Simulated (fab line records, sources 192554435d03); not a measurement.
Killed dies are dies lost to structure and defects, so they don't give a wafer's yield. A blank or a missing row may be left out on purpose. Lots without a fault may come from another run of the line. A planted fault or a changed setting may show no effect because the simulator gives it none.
Which tool did it? | flow n5_finfet | 13 lots, 33 wafers sampled, at 5 steps of a route of 1938

WHAT THE GAUGES READ, wafer by wafer
The record holds no reading of a measuring or inspecting step that can be judged against a usual standard deviation.

WHICH TOOL RAN EACH LOT (tool, then ch and the chambers of the sampled wafers, then the start)
lot  | N5_BEOL_M6_STRIP_36                | N5_BEOL_M6_ALD_77                   | N5_BEOL_M6_CVD_78                | N5_BEOL_M6_SPUTTER_48        | N5_PASSIVATION_PROBE_49
L105 | rie_diel-01 ch 2,3, day 10 04:37   | ald_metal-03 ch 0,2,3, day 10 05:31 | cvd_co-02 ch 0,2, day 10 06:05   | pvd_sputter-01, day 10 07:46 | -
L107 | rie_diel-06 ch 0,2, day 10 07:35   | ald_metal-03 ch 1,2,3, day 10 08:37 | cvd_co-02 ch 0,1,2, day 10 09:02 | pvd_sputter-03, day 10 09:11 | -
L106 | rie_diel-01 ch 1,2, day 10 08:16   | ald_metal-01 ch 1,3, day 10 09:10   | cvd_co-02 ch 0,1,2, day 10 09:44 | pvd_sputter-02, day 10 11:30 | -
L110 | rie_diel-01 ch 1,3, day 10 13:28   | ald_metal-04 ch 0,1, day 10 14:17   | cvd_co-01 ch 0,1, day 10 14:38   | pvd_sputter-01, day 10 14:44 | -
L108 | rie_diel-01 ch 0,1,3, day 10 16:31 | ald_metal-03 ch 1,2, day 10 17:21   | cvd_co-02 ch 0,2, day 10 19:23   | pvd_sputter-02, day 10 19:43 | -
L111 | rie_diel-06 ch 1,2, day 10 23:34   | ald_metal-04 ch 0,1, day 11 01:56   | cvd_co-01 ch 1,2, day 11 02:31   | pvd_sputter-01, day 11 02:35 | -
L116 | rie_diel-06 ch 0,2,3, day 12 06:31 | ald_metal-03 ch 0,1,2, day 12 07:47 | cvd_co-02 ch 0,2, day 12 08:23   | pvd_sputter-02, day 12 09:58 | prober-01, day 16 07:10
L120 | rie_diel-03 ch 0,3, day 13 11:02   | ald_metal-04 ch 1,2,3, day 13 12:13 | cvd_co-02 ch 0,1, day 13 12:34   | pvd_sputter-03, day 13 12:41 | -
L118 | rie_diel-01 ch 1, day 13 11:05     | ald_metal-03 ch 1, day 13 11:59     | cvd_co-02 ch 0, day 13 12:31     | pvd_sputter-03, day 13 12:37 | prober-01, day 17 11:43
L122 | rie_diel-06 ch 0,1, day 14 03:34   | ald_metal-01 ch 0,2, day 14 04:39   | cvd_co-01 ch 0, day 14 05:04     | pvd_sputter-01, day 14 05:25 | -
L125 | rie_diel-06 ch 0,1, day 14 11:12   | ald_metal-03 ch 1,2, day 14 13:51   | cvd_co-01 ch 0, day 14 14:14     | pvd_sputter-01, day 14 14:29 | -
L126 | rie_diel-06 ch 0,2,3, day 14 13:42 | ald_metal-04 ch 2,3, day 14 14:51   | cvd_co-01 ch 0,1,2, day 14 15:19 | pvd_sputter-01, day 14 15:37 | prober-01, day 18 14:19
L128 | rie_diel-01 ch 0,1, day 15 06:32   | ald_metal-04 ch 0,1,3, day 15 07:28 | cvd_co-01 ch 0,1,2, day 15 07:49 | pvd_sputter-02, day 15 07:58 | -
- N5_BEOL_M6_STRIP_36: strips in N2/H2.
- N5_BEOL_M6_ALD_77: deposits TaN, target thk 2 nm, pulse time 2 s, purge time 3 s.
- N5_BEOL_M6_CVD_78: deposits Co from CCTBA/H2, target thk 2 nm, time 142.3 s.
- N5_BEOL_M6_SPUTTER_48: material Cu, target thk 10 nm, time 1.667 s.
- N5_PASSIVATION_PROBE_49

WHAT THE TOOLS THEMSELVES READ (means of the sampled wafers that have a number; where no wafer has one, the mark that the record gives instead)
N5_BEOL_M6_STRIP_36.
lot  | tool        | drypump_motor_current_A (A) | oes_product_au (a.u.) | rf_vpp_V (V) | showerhead_plenum_p_Torr (Torr) | throttle_valve_pct (%)
L105 | rie_diel-01 | 6.0                         | 0.84                  | 57.8         | 2.46                            | 23.4
L107 | rie_diel-06 | 5.5                         | 0.82                  | 60.2         | 2.48                            | 23.4
L106 | rie_diel-01 | 6.0                         | 0.89                  | 59.0         | 2.46                            | 23.5
L110 | rie_diel-01 | 6.2                         | 0.86                  | 60.6         | 2.46                            | 23.2
L108 | rie_diel-01 | 5.8                         | 0.80                  | 58.4         | 2.47                            | 23.5
L111 | rie_diel-06 | 5.3                         | 0.78                  | 58.4         | 2.53                            | 23.9
L116 | rie_diel-06 | 5.6                         | 0.87                  | 58.4         | 2.49                            | 23.6
L120 | rie_diel-03 | 5.4                         | 0.71                  | 59.1         | 2.46                            | 24.0
L118 | rie_diel-01 | 6.3                         | 0.88                  | 59.1         | 2.45                            | 23.3
L122 | rie_diel-06 | 5.8                         | 0.83                  | 57.7         | 2.44                            | 23.4
L125 | rie_diel-06 | 5.8                         | 0.82                  | 59.6         | 2.44                            | 23.4
L126 | rie_diel-06 | 5.5                         | 0.82                  | 60.1         | 2.48                            | 23.6
L128 | rie_diel-01 | 5.3                         | 0.86                  | 58.5         | 2.47                            | 23.6

N5_BEOL_M6_ALD_77.
lot  | tool         | heater_power_w (W)
L105 | ald_metal-03 | 406
L107 | ald_metal-03 | 428
L106 | ald_metal-01 | 434
L110 | ald_metal-04 | 428
L108 | ald_metal-03 | 485
L111 | ald_metal-04 | 424
L116 | ald_metal-03 | 459
L120 | ald_metal-04 | 459
L118 | ald_metal-03 | 480
L122 | ald_metal-01 | 376
L125 | ald_metal-03 | 478
L126 | ald_metal-04 | 448
L128 | ald_metal-04 | 432

N5_BEOL_M6_CVD_78.
lot  | tool      | run_length_s (s)
L105 | cvd_co-02 | 165.3
L107 | cvd_co-02 | 165.4
L106 | cvd_co-02 | 165.3
L110 | cvd_co-01 | 164.7
L108 | cvd_co-02 | 165.5
L111 | cvd_co-01 | 164.8
L116 | cvd_co-02 | 165.4
L120 | cvd_co-02 | 146.0
L118 | cvd_co-02 | 107.3
L122 | cvd_co-01 | 164.8
L125 | cvd_co-01 | 164.7
L126 | cvd_co-01 | 165.1
L128 | cvd_co-01 | 165.1

N5_BEOL_M6_SPUTTER_48.
lot  | tool           | bias_v (V) | substrate_temp_c (C) | throttle_valve_pct (%)
L105 | pvd_sputter-01 | 59.9       | -20.00               | 29.8
L107 | pvd_sputter-03 | 59.1       | -20.09               | 31.6
L106 | pvd_sputter-02 | 60.4       | -20.02               | 30.5
L110 | pvd_sputter-01 | 59.9       | -20.05               | 29.2
L108 | pvd_sputter-02 | 59.8       | -20.04               | 30.2
L111 | pvd_sputter-01 | 60.1       | -20.07               | 28.8
L116 | pvd_sputter-02 | 60.0       | -20.01               | 29.6
L120 | pvd_sputter-03 | 59.7       | -20.05               | 31.0
L118 | pvd_sputter-03 | 61.1       | -19.91               | 33.4
L122 | pvd_sputter-01 | 60.0       | -19.97               | 30.6
L125 | pvd_sputter-01 | 60.0       | -20.04               | 30.1
L126 | pvd_sputter-01 | 60.3       | -19.94               | 30.1
L128 | pvd_sputter-02 | 59.9       | -19.96               | 29.8

N5_PASSIVATION_PROBE_49.
lot  | tool      | killed_at_M0_to_M3 | killed_at_M4_up | killed_at_contacts | killed_at_front_end | killed_at_other | killed_dies | killed_open | killed_short
L116 | prober-01 | 43                 | 13              | 13                 | 36                  | 3.7             | 108         | 70          | 38
L118 | prober-01 | 30                 | 12              | 17                 | 21                  | 1.0             | 81          | 51          | 27
L126 | prober-01 | 21                 | 15              | 10                 | 32                  | 1.7             | 80          | 58          | 22

THE ANSWER, worked out from the rows above alone
Rule: what is usual is taken from the lots themselves. Put in order of their means at a reading, lots are off if they are a third of the lots or fewer, leave a main group of 4 or more, and stand apart from it by a gap of 3 or more times the standard deviation of the main group's means; of several such gaps the widest counts. A main group whose means are all the same, to the digits that the tables above print for the reading, isn't used. A lot without any number at a reading at which 4 lots or more have one is off too. The other lots that the step has rows for count as sound. The gauges are gone through in route order, then the tools' own readings, and for those a lot's mean is taken as printed above. The first step at which some lot is off is used, and at that step the reading that is off furthest; a lot without a number counts as furthest.
Off: L120, L118, at N5_BEOL_M6_CVD_78 (run_length_s). The main group: mean 165.1 s, standard deviation 0.29.
A tool fits if, at that step or a process step before it, it ran every lot that is off, and no sound lot after the first of them. One fits: cvd_co-02 at N5_BEOL_M6_CVD_78. Its last sound lot is L116 (day 12 08:23), its first lot that is off L118 (day 13 12:31): a fault that began between those two fits.
The tool's own readings at N5_BEOL_M6_CVD_78 bear it out: on the lots that are off they differ by more than 5 times the standard deviation of the sound lots' means. run_length_s reads 126.7 s there against 165.1 s on the sound lots.

WHAT THE SIMULATOR HAD PUT IN
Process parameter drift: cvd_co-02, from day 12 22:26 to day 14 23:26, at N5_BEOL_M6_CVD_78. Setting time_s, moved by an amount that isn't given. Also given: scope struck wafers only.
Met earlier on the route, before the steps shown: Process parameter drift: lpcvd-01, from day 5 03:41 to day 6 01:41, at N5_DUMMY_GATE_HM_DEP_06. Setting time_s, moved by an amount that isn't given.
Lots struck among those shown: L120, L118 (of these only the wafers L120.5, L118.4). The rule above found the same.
